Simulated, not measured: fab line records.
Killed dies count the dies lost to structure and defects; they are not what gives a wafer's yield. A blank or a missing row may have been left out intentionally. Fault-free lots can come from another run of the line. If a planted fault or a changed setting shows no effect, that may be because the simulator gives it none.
Problem report in the 8D (eight disciplines) form, filled by code | flow nandHarc | the parts of the form that need people (team, actions taken, sign-off) are left out

1. THE ISSUE
Mean of runLengthS at NHARC_A_STAIRCASE_TRIM_200: 256.8 s across 3 wafers in 2 lots; on wafers with no fault it is 232.5 s (standard deviation 0.4). That is +61 standard deviations from the usual mean.
The step: chemistry O2, time 211.2 s.
First seen on wafer L787.1, day 14 05:31, on rieDiel-08. At this step, 37 wafers from 13 lots have a number in the record. By rule, "out" or "out of limits" means more than 4 standard deviations away from the usual mean. All remaining wafers that have a number are taken as sound.

2. WHAT IT IS, AND WHAT IT ISN'T
question                    | is                     | is not
which readings at this step | runLengthS             | drypumpMotorCurrentA, oesProductAu, rfVppV, showerheadPlenumPTorr
which lots                  | L787, L789             | L776, L777, L778, L781, L790, L791, L793, L795, L797, L798, L799
which wafers of those lots  | L787.1, L789.1, L789.3 | L787.6
read on which tools         | rieDiel-08             | rieDiel-01, rieDiel-07
when                        | from day 14 05:31      | up to then (16 sound wafers); but 18 sound wafers of L791, L793, L795, L797, L798, L799 came after

3. WHAT RULES OUT EACH SUSPECT
Counting: any tool at a process step up to the reading remains a suspect provided it ran every lot that is out. Sound lots after the first of them don't rule it out here, since some wafers of a struck lot are sound.
- rieDiel-08 at NHARC_A_STAIRCASE_ETCH_197 (etches the open film in C4F8/O2, target depth 100 nm, time 40.5 s): kept. It ran every lot that is out, first L787 (day 14 05:31). NHARC_A_STAIRCASE_ETCH_197: start missing for some lots; hours and lot order therefore follow NHARC_A_STAIRCASE_TRIM_200.
- rieDiel-08 at NHARC_A_STAIRCASE_ETCH_199 (etches the open film in C4F8/O2, target depth 100 nm, time 40.5 s): kept. It ran every lot that is out, first L787 (day 14 05:31). NHARC_A_STAIRCASE_ETCH_199: start missing for some lots; hours and lot order therefore follow NHARC_A_STAIRCASE_TRIM_200.
- rieDiel-08 at NHARC_A_STAIRCASE_TRIM_200 (chemistry O2, time 211.2 s): kept. It ran every lot that is out, first L787 (day 14 05:31). Out on those wafers are its own readings of runLengthS.
Still standing after the count: rieDiel-08 at NHARC_A_STAIRCASE_ETCH_197, rieDiel-08 at NHARC_A_STAIRCASE_ETCH_199, rieDiel-08 at NHARC_A_STAIRCASE_TRIM_200.

4. THE CAUSE (what the simulator had put in)
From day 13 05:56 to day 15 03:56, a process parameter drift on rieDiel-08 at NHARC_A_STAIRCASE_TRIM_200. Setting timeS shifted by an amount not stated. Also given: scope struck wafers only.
Counting leaves 3 suspects; this tool is one of them.

5. SEQUENCE OF EFFECTS, ordered by route
Each row: a reading whose mean over the struck wafers that have a number lies more than 3 standard deviations from the usual. Scope: only readings with a usual standard deviation given in the record; hours: median across lots of the time from each lot's start at the first step in this table that gives one to its start at this step; sigmas: change in usual standard deviations.
hours | step                       | reading    | usual   | on struck wafers | change | sigmas
0     | NHARC_A_STAIRCASE_TRIM_200 | runLengthS | 232.5 s | 256.8            | +24.3  | +61
Here are the process steps it includes:
- NHARC_A_STAIRCASE_TRIM_200: chemistry O2, time 211.2 s.

6. HOW IT WOULD HAVE BEEN CAUGHT EARLIER
24 hours passed between the start of the fault at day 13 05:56 and the first reading out of limits in this record, taken at day 14 05:31.
